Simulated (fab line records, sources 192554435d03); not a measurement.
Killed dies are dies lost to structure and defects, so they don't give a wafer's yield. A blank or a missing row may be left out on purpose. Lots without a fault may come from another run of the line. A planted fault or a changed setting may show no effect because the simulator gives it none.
A struck lot beside a sound one | flow n5_finfet | 28 steps out of a route of 1938
Sound: wafers L299.1, L299.2, L299.5. Struck: wafer L305.5. (L305.4, L305.6 of the same lot were not struck and are left out.) The cause comes at the end.
At each step with rows: each side's tool, then ch and its chambers, then its first start. Under that, the readings that differ: sound wafers | struck wafers | difference of the means | sigmas: that difference in standard deviations of wafers without a fault.
alike: readings whose means differ by less than 2 such deviations, and words and numbers that are the same on both sides. not compared: withheld readings, readings that some wafer has no value for, bounds like >300 that may hide the same value, and numbers for which the record gives no deviation and whose values overlap.
The two part at a step that has a row with sigmas, a row that says differs or no value, or rows on one side only. Numbers that don't overlap but have no deviation are shown without sigmas and don't part them. A reading that every wafer of one side lacks parts them only if that side has two wafers or more.

N5_WELL_APT_RTA_34: time 10 s.
  sound on rtp_anneal-01 ch 0, day 2 03:58; struck on rtp_anneal-02 ch 0, day 3 15:47
  alike: lamp_power_pct, lamp_zone_4_pct, wafer_temp_C_max
then, 4 steps without rows for these wafers: N5_WELL_APT_OXIDE_STRIP_42 (strips SiO2 in dHF, time 45 s, target depth 12 nm); N5_WELL_APT_PRECLEAN_36 (cleans in O3/DIW, time 45 s); N5_WELL_APT_PRECLEAN_39 (cleans in dHF, time 60 s); N5_WELL_APT_SRD_37 (time 30 s).
N5_WELL_APT_EPI_41: deposits Si from SiH4/H2, target thk 50 nm, time 297.7 s.
  sound on epi_rpcvd-04 ch 0, day 2 04:13; struck on epi_rpcvd-02 ch 0, day 3 16:17
  reading                | sound             | struck | difference | sigmas
  throttle_valve_pct (%) | 11.08 11.13 10.97 | 10.53  | -0.53      | -3
  alike: chamber_pressure_Torr
N5_WELL_APT_INSPECT_38: inspects for defects (darkfield).
  sound on defect_inspect-01, day 2 04:50; struck on defect_inspect-01, day 3 16:37
  alike: raw_defect_count
then, 5 steps without rows for these wafers: N5_PMOS_HMC_CHANNEL_EPI_HM_DEP_34 (deposits SiO2 from TEOS/O2, target thk 36 nm, time 6.9 s); N5_PMOS_HMC_CHANNEL_EPI_COAT_31 (time 60 s, resist thk 66 nm); N5_PMOS_HMC_CHANNEL_EPI_COAT_03 (resist thk 205 nm); N5_PMOS_HMC_CHANNEL_EPI_EBR_05; N5_PMOS_HMC_CHANNEL_EPI_SOFTBAKE_04 (time 60 s).
N5_PMOS_HMC_CHANNEL_EPI_EXPOSE_06: exposes mask PMOS HMC BLK, target cd 240 nm.
  sound on arfi_scanner-03 ch 0, day 2 05:11; struck on arfi_scanner-02 ch 0, day 3 16:50
  alike: mask
then, 2 steps without rows for these wafers: N5_PMOS_HMC_CHANNEL_EPI_PEB_07 (peb time 60 s); N5_PMOS_HMC_CHANNEL_EPI_DEVELOP_08 (develop time 30 s).
N5_PMOS_HMC_CHANNEL_EPI_CD_MEAS_09: target cd 237.4 nm.
  sound on cd_sem-01 ch 0, day 2 05:18; struck on cd_sem-02 ch 0, day 3 16:56
  reading    | sound             | struck | difference | sigmas
  cd_nm (nm) | 239.0 238.4 238.6 | 256.9  | +18.2      | +20
N5_PMOS_HMC_CHANNEL_EPI_OVL_MEAS_10:
  sound on overlay-01 ch 0, day 2 05:20; struck on overlay-02 ch 0, day 3 16:58
  alike: PMOS_HMC_BLK_OVL
N5_PMOS_HMC_CHANNEL_EPI_INSPECT_11: inspects for defects (macro).
  sound on defect_inspect-01, day 2 05:21; struck on defect_inspect-02, day 3 16:59
  alike: raw_defect_count
N5_PMOS_HMC_CHANNEL_EPI_DESCUM_14: chemistry O2, time 7.9 s.
  sound on rie_diel-05 ch 0,2,3, day 2 05:23; struck on rie_diel-05 ch 1, day 3 17:02
  reading                               | sound             | struck | difference | sigmas
  model.PMOS_HMC_CHANNEL_EPI.cd_nm (nm) | 238.7 238.5 238.7 | 256.7  | +18.1      |
  alike: drypump_motor_current_A, oes_product_au, rf_vpp_V, showerhead_plenum_p_Torr, throttle_valve_pct
  not compared: rf_hours_counter_h
N5_PMOS_HMC_CHANNEL_EPI_ETCH_32: etches BARC in N2/H2, stops on SiO2, target depth 85.8 nm, time 50.3 s.
  sound on rie_diel-05 ch 0,2,3, day 2 05:25; struck on rie_diel-05 ch 1, day 3 17:04
  alike: drypump_motor_current_A, oes_product_au, rf_vpp_V, showerhead_plenum_p_Torr, throttle_valve_pct
  not compared: rf_hours_counter_h
then, 1 step without rows for these wafers: N5_PMOS_HMC_CHANNEL_EPI_HM_OPEN_15 (chemistry CHF3/O2, target SiO2, target depth 40.6 nm, time 20.3 s).
N5_PMOS_HMC_CHANNEL_EPI_STRIP_33: strips in N2/H2.
  sound on rie_diel-05 ch 0,2,3, day 2 05:31; struck on rie_diel-05 ch 1, day 3 17:10
  alike: drypump_motor_current_A, oes_product_au, rf_vpp_V, showerhead_plenum_p_Torr, throttle_valve_pct
  not compared: rf_hours_counter_h
then, 1 step without rows for these wafers: N5_PMOS_HMC_CHANNEL_EPI_STRIP_17 (strips in SPM, time 750 s).
N5_PMOS_HMC_CHANNEL_EPI_ETCH_38: etches SiO2 in CF4, target depth 1.5 nm.
  sound on rie_si-06 ch 2,3, day 2 05:49; struck on rie_si-04 ch 3, day 3 17:28
  alike: drypump_motor_current_A, oes_product_au, throttle_valve_pct
  not compared: rf_hours_counter_h
N5_PMOS_HMC_CHANNEL_EPI_FIN_RECESS_16: chemistry HBr/Cl2, target Si, target depth 54 nm, time 18 s.
  sound on rie_si-06 ch 2,3, day 2 05:50; struck on rie_si-04 ch 3, day 3 17:29
  reading                               | sound             | struck | difference | sigmas
  drypump_motor_current_A (A)           | 6.3 5.9 6.3       | 5.3    | -0.9       | -2
  model.PMOS_HMC_CHANNEL_EPI.cd_nm (nm) | 242.5 241.3 240.8 | 258.6  | +17.1      |
  alike: oes_product_au, throttle_valve_pct
  not compared: rf_hours_counter_h
then, 1 step without rows for these wafers: N5_PMOS_HMC_CHANNEL_EPI_PRECLEAN_36 (cleans in O3/DIW, time 45 s).
-- the record jumps here: 6 days lie between the struck wafers' starts before and after (it left off in module PMOS_HMC_CHANNEL_EPI and takes up again in module BEOL_M4, whose first step shown is number 1111 of the route) --
N5_BEOL_M4_RC_MEAS_101:
  sound on prober-01 ch 0, day 8 02:44; struck on prober-01 ch 0, day 10 01:08
  reading   | sound          | struck | difference | sigmas
  VT_N (mV) | 255 253 256    | 245    | -10        | -3
  VT_P (mV) | -254 -253 -254 | -245   | +9         | +3
  alike: DIBL_N, DIBL_P, IOFF_N, IOFF_P, ION_N, ION_P, SS_N, SS_P
-- the record jumps here: 4 days lie between the struck wafers' starts before and after (it left off in module BEOL_M4 and takes up again in module PASSIVATION, whose first step shown is number 1936 of the route) --
N5_PASSIVATION_PROBE_49:
  the record has rows for the struck wafers here (prober-02, day 14 11:13) and none for the sound ones

WHERE THEY PART
First at N5_WELL_APT_EPI_41; last, within this record, at N5_PASSIVATION_PROBE_49.

WHY: what the simulator had put in
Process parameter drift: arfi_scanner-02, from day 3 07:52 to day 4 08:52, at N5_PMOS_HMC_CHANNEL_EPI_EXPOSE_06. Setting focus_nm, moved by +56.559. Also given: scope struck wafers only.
